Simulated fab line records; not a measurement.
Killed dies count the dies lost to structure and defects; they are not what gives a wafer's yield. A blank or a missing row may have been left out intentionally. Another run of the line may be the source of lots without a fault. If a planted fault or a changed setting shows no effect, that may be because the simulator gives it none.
Split-lot study	flow n5-finfet	on a route of 1938 steps: 7 lots, 21 wafers read

SPLIT DETAILS
At N5_MOL_CONTACT_COAG_ALD_27 (deposits SiOC, target thk 17 nm, pulse time 1.5 s, time 2720 s), the setting ald-cycles was moved away from the recipe's 340 on 5 of the 21 wafers read, by -8.8% to +13.8%. This setting was run at the recipe's value on the other wafers.

Reading taken at the split's own step.

THE READING
SiOC_of_MOL_CONTACT_COAG_ALD_27.thk-nm (the simulator's own value, which no gauge read), in nm, at N5_MOL_CONTACT_COAG_ALD_27 (deposits SiOC, target thk 17 nm, pulse time 1.5 s, time 2720 s). No usual value for it is given in the file. Average 17.0 nm, standard deviation 0.048 nm, over the 16 wafers here run with the recipe.

wafer	tool, chamber at the split	ald-cycles as run	against the recipe	SiOC_of_MOL_CONTACT_COAG_ALD_27.thk-nm, nm	against lot-mates on the recipe
L074.1	ald-sin-02, 1,0,2	340	recipe	17	-
L074.2	ald-sin-02, 1,0,2	340	recipe	17	-
L074.5	ald-sin-02, 1,0,2	340	recipe	17	-
L082.2	ald-sin-02, 0	380	+11.8%	19	+2.0
L082.5	ald-sin-02, 0,1	340	recipe	17	-
L082.6	ald-sin-02, 0,1	340	recipe	17	-
L084.4	ald-sin-03, 2,3,0	340	recipe	17	-
L084.5	ald-sin-03, 2,3,0	340	recipe	17	-
L084.6	ald-sin-03, 2,3,0	340	recipe	17	-
L086.1	ald-sin-01, 2	340	recipe	17	-
L086.4	ald-sin-01, 3	340	recipe	17.2	-
L086.5	ald-sin-01, 1	387	+13.8%	19.4	+2.3
L091.1	ald-sin-01, 3,0	310	-8.8%	15.4	-1.6
L091.5	ald-sin-01, 3,0	310	-8.8%	15.4	-1.6
L091.4	ald-sin-01, 1	340	recipe	17	-
L092.3	ald-sin-03, 3,1,3	340	recipe	17	-
L092.5	ald-sin-03, 3,1,3	340	recipe	17	-
L092.6	ald-sin-03, 3,1,3	340	recipe	17	-
L093.3	ald-sin-03, 0	340	recipe	17	-
L093.6	ald-sin-03, 0	340	recipe	17	-
L093.4	ald-sin-03, 2	368	+8.2%	18.2	+1.2
If several chambers appear in one row, that row covers several wafers at once and the file leaves open which wafer was in which chamber.

THE FIT
A straight line over all 21 wafers: SiOC_of_MOL_CONTACT_COAG_ALD_27.thk-nm changes by +0.172 nm for each +1% of ald-cycles; r = +1.00; the points scatter about the line by 0.072 nm.
The same after taking each lot's own level away (the mean of its wafers on the recipe; 21 wafers): +0.17 nm for each +1%; r = +1.00; scatter 0.062 nm.
Per that fit: largest ald-cycles move, reading shift of 2.3 nm.
Measured against the standard deviation above, the lots' own levels, which go from 17.00 to 17.10 nm, span 2.1 times it.
The two slopes are in agreement: the lot-to-lot level therefore moves the slope only a little.
Check: with one of the wafers moved furthest among these (+13.8%) left out of the fit, the line predicts +2.34 nm for it against its lot-mates. Against them it came out at +2.3 nm.

THE OTHER SPLITS THESE WAFERS WENT THROUGH
Note: prior to the reading, these wafers also went through further splits. Each is held against what the fit with the lots' levels taken away leaves over:
other split on the same wafers	wafers away from the commonest value	r with SiOC_of_MOL_CONTACT_COAG_ALD_27.thk-nm (lot level and that fit taken away)
N5_PMOS_HMC_CHANNEL_EPI_PEB_07 peb-temp-c	5	-0.25
N5_PMOS_HMC_CHANNEL_EPI_DEVELOP_08 develop-time-s	5	-0.20
N5_FIN_SAQP_SPACER1_ALD_24 temp-c	9	+0.20
N5_DUMMY_GATE_COAT_28 spin-rpm	9	-0.16
N5_DUMMY_GATE_EXPOSE_12 dose-mj	3	+0.14
N5_SD_EPI_P_EXPOSE_06 dose-mj	6	-0.30
N5_SD_EPI_P_ETCH_16 target-depth-a	11	-0.11
N5_SDB_CUT_ETCH_26 icp-w	8	-0.07
N5_MOL_CONTACT_COAG_CONTACT_ETCH_14 source-w	6	+0.35
N5_MOL_CONTACT_COAG_ETCH_15 source-w	7	-0.27

THE FILE'S OWN FIT
SiOC_of_MOL_CONTACT_COAG_ALD_27.thk-nm changes by +0.167 nm for each +1% of ald-cycles, r = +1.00.
